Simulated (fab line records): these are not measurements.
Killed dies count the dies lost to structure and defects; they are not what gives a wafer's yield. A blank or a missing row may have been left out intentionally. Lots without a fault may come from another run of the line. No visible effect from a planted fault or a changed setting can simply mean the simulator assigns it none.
Lot-split experiment -- flow n5_finfet -- 21 wafers read across 7 lots, on a route 1938 steps long

ON THE SPLIT
At N5_MIM_TOP_SPUTTER_03 (material TiN, target thk 35 nm, time 89.7 s), the setting time_s was moved away from the recipe's 89.7 s on 6 of the 21 wafers read, by -14.9% to +7.4%. This setting was run at the recipe's value on the other wafers.

The reading comes from the split's own step.

THE READING
TiN_of_MIM_TOP_SPUTTER_03.thk_nm (the simulator's own value, which no gauge read), in nm, at N5_MIM_TOP_SPUTTER_03 (material TiN, target thk 35 nm, time 89.7 s). The file gives no usual value for it. Across the 15 wafers here that went through the recipe, the average is 34.9 nm and the standard deviation 0.27 nm.

wafer,"tool, chamber at the split","time_s as run, s",against the recipe,"TiN_of_MIM_TOP_SPUTTER_03.thk_nm, nm",against lot-mates on the recipe
L076.2,"pvd_sputter-03, -",89.7,recipe,34.8,-
L076.4,"pvd_sputter-03, -",89.7,recipe,34.6,-
L076.5,"pvd_sputter-03, -",89.7,recipe,34.6,-
L079.1,"pvd_sputter-01, -",89.7,recipe,34.8,-
L079.4,"pvd_sputter-01, -",89.7,recipe,34.8,-
L079.2,"pvd_sputter-01, -",96.32,+7.4%,37.4,+2.6
L083.3,"pvd_sputter-03, -",76.32,-14.9%,29.8,-5.4
L083.4,"pvd_sputter-03, -",89.7,recipe,35.2,-
L083.5,"pvd_sputter-03, -",76.32,-14.9%,29.6,-5.6
L088.1,"pvd_sputter-03, -",89.7,recipe,35.2,-
L088.4,"pvd_sputter-03, -",89.7,recipe,35,-
L088.5,"pvd_sputter-03, -",89.7,recipe,35,-
L089.1,"pvd_sputter-03, -",89.7,recipe,34.4,-
L089.2,"pvd_sputter-03, -",89.7,recipe,34.6,-
L089.4,"pvd_sputter-03, -",89.7,recipe,34.6,-
L090.1,"pvd_sputter-01, -",81.4,-9.3%,32.4,no lot-mate on the recipe
L090.2,"pvd_sputter-01, -",81.4,-9.3%,32.4,no lot-mate on the recipe
L090.5,"pvd_sputter-01, -",81.4,-9.3%,32.4,no lot-mate on the recipe
L092.1,"pvd_sputter-03, -",89.7,recipe,35.2,-
L092.3,"pvd_sputter-03, -",89.7,recipe,35.2,-
L092.4,"pvd_sputter-03, -",89.7,recipe,35.2,-

FIT RESULTS
A straight line over all 21 wafers: TiN_of_MIM_TOP_SPUTTER_03.thk_nm changes by +0.323 nm for each +1% of time_s; r = +0.98; the points scatter about the line by 0.34 nm.
The same after taking each lot's own level away (the mean of its wafers on the recipe; 18 wafers): +0.367 nm for each +1%; r = +1.00; scatter 0.084 nm.
Per that fit: largest time_s move, reading shift of 5.5 nm.
The lots' own levels span 34.53 to 35.20 nm, that is 2.5 times the standard deviation above.
So the lot-to-lot level changes the slope: the two fits differ.
Check: with one of the wafers moved furthest among these (-14.9%) left out of the fit, the line predicts -5.54 nm for it against its lot-mates. Against them it came out at -5.4 nm.

THE OTHER SPLITS THESE WAFERS WENT THROUGH
Before the reading, these wafers also passed through other splits. Each is held against what the fit with the lots' levels taken away leaves over:
other split on the same wafers,wafers away from the commonest value,r with TiN_of_MIM_TOP_SPUTTER_03.thk_nm (lot level and that fit taken away)
N5_BEOL_M12_EXPOSE_07 dose_mj,5,-0.29
N5_BEOL_M13_EXPOSE_25 dose_mj,9,-0.10
N5_BEOL_M14_ILD_DEP_00 time_s,6,-0.08
N5_BEOL_M14_EXPOSE_07 dose_mj,3,-0.46
N5_BEOL_M14_DEP_53 time_s,7,+0.32

FILE'S OWN FIT
TiN_of_MIM_TOP_SPUTTER_03.thk_nm changes by +0.365 nm for each +1% of time_s, r = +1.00.
